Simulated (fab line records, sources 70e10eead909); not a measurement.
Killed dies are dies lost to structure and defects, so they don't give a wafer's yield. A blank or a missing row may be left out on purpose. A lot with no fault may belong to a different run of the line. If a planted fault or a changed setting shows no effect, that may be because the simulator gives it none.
Matching of chambers | flow nand harc | NHARC_P_M2_DESCUM_14 on rie diel-13 has 4 sister chambers
The step chemistry O2, time 3 s. 30 wafers are shown with their chamber, then 12 later ones without.

WAFERS WITH THEIR CHAMBER
wafer  | chamber | showerhead plenum p Torr (Torr) | drypump motor current A (A) | oes product au (a.u.)
L077.3 | 1       | 1.98                            | 5.8                         | 1.007
L077.5 | 1       | 1.98                            | 5.9                         | 0.993
L077.6 | 2       | 1.79                            | 6.1                         | 0.991
L079.1 | 1       | 1.98                            | 5.8                         | 0.997
L079.4 | 3       | 1.98                            | 5.5                         | 1.003
L079.5 | 1       | 1.98                            | 5.9                         | 0.999
L081.3 | 1       | 1.98                            | 5.8                         | 0.997
L081.4 | 0       | 2.02                            | 6.5                         | 1.015
L081.5 | 1       | 1.98                            | 5.9                         | 0.993
L083.1 | 0       | 2.02                            | 6.5                         | 1.005
L083.2 | 2       | 1.79                            | 6.1                         | 0.986
L083.3 | 1       | 1.98                            | 5.8                         | 0.994
L084.2 | 2       | 1.79                            | 6.1                         | 1.001
L084.3 | 1       | 1.98                            | 5.9                         | 1.001
L084.6 | 0       | 2.02                            | 6.5                         | 1.004
L085.4 | 1       | 1.98                            | 5.8                         | 0.993
L085.5 | 0       | 2.02                            | 6.5                         | 1.014
L085.6 | 1       | 1.98                            | 5.9                         | 0.996
L086.2 | 3       | 1.98                            | 5.6                         | 1.011
L086.5 | 0       | 2.02                            | 6.5                         | 1.013
L086.6 | 1       | 1.98                            | 5.9                         | 1.000
L087.2 | 2       | 1.79                            | 6.1                         | 0.966
L087.3 | 3       | 1.98                            | 5.5                         | 1.007
L087.6 | 1       | 1.98                            | 5.9                         | 0.991
L088.1 | 2       | 1.79                            | 6.1                         | 0.991
L088.2 | 1       | 1.98                            | 5.8                         | 0.990
L088.5 | 3       | 1.98                            | 5.5                         | 1.010
L088.3 | 3       | 1.98                            | 5.5                         | 1.016
L088.4 | 0       | 2.01                            | 6.4                         | 1.002
L088.6 | 2       | 1.79                            | 6.1                         | 0.978

SIGNATURES, as means of the wafers listed above
reading                  | chamber 0 | chamber 1 | chamber 2 | chamber 3 | scatter within a chamber
showerhead plenum p Torr | 2.0183    | 1.9800    | 1.7900    | 1.9800    | 0.00179
drypump motor current A  | 6.483     | 5.854     | 6.100     | 5.520     | 0.0433
oes product au           | 1.00883   | 0.99623   | 0.98550   | 1.00940   | 0.00697
Rule: for each reading, subtract the chamber's mean from the wafer's reading, divide by that reading's scatter and square the result; add these up over the readings and take the root, which gives the wafer's distance from the chamber. The wafer belongs to the nearest chamber; if the next one is less than 2 further off, it can't be placed. The scatter: take each reading less its chamber's mean, square it, sum over the shown wafers, divide by the number of wafers less the number of chambers, and take the root.

WAFERS WHOSE CHAMBER IS MISSING
wafer  | showerhead plenum p Torr (Torr) | drypump motor current A (A) | oes product au (a.u.)
L089.3 | 2.01                            | 6.5                         | 1.005
L089.4 | 1.79                            | 6.1                         | 0.981
L089.5 | 1.98                            | 5.6                         | 1.016
L090.2 | 1.98                            | 5.8                         | 0.994
L090.3 | 2.01                            | 6.5                         | 1.007
L090.6 | 1.79                            | 6.1                         | 0.984
L093.2 | 2.01                            | 6.5                         | 1.013
L093.3 | 1.98                            | 5.8                         | 0.991
L093.4 | 1.79                            | 6.1                         | 0.989
L097.1 | 1.78                            | 6.1                         | 0.998
L097.3 | 1.97                            | 5.6                         | 1.004
L097.5 | 1.98                            | 5.9                         | 1.017

EACH ONE'S CHAMBER
wafer  | from the rows above | in truth
L089.3 | 0                   | 0
L089.4 | 2                   | 2
L089.5 | 3                   | 3
L090.2 | 1                   | 1
L090.3 | 0                   | 0
L090.6 | 2                   | 2
L093.2 | 0                   | 0
L093.3 | 1                   | 1
L093.4 | 2                   | 2
L097.1 | 2                   | 2
L097.3 | 3                   | 3
L097.5 | 1                   | 1
12 of 12 placed correctly. Left unplaced by these rows: 0. Wrongly placed: 0.
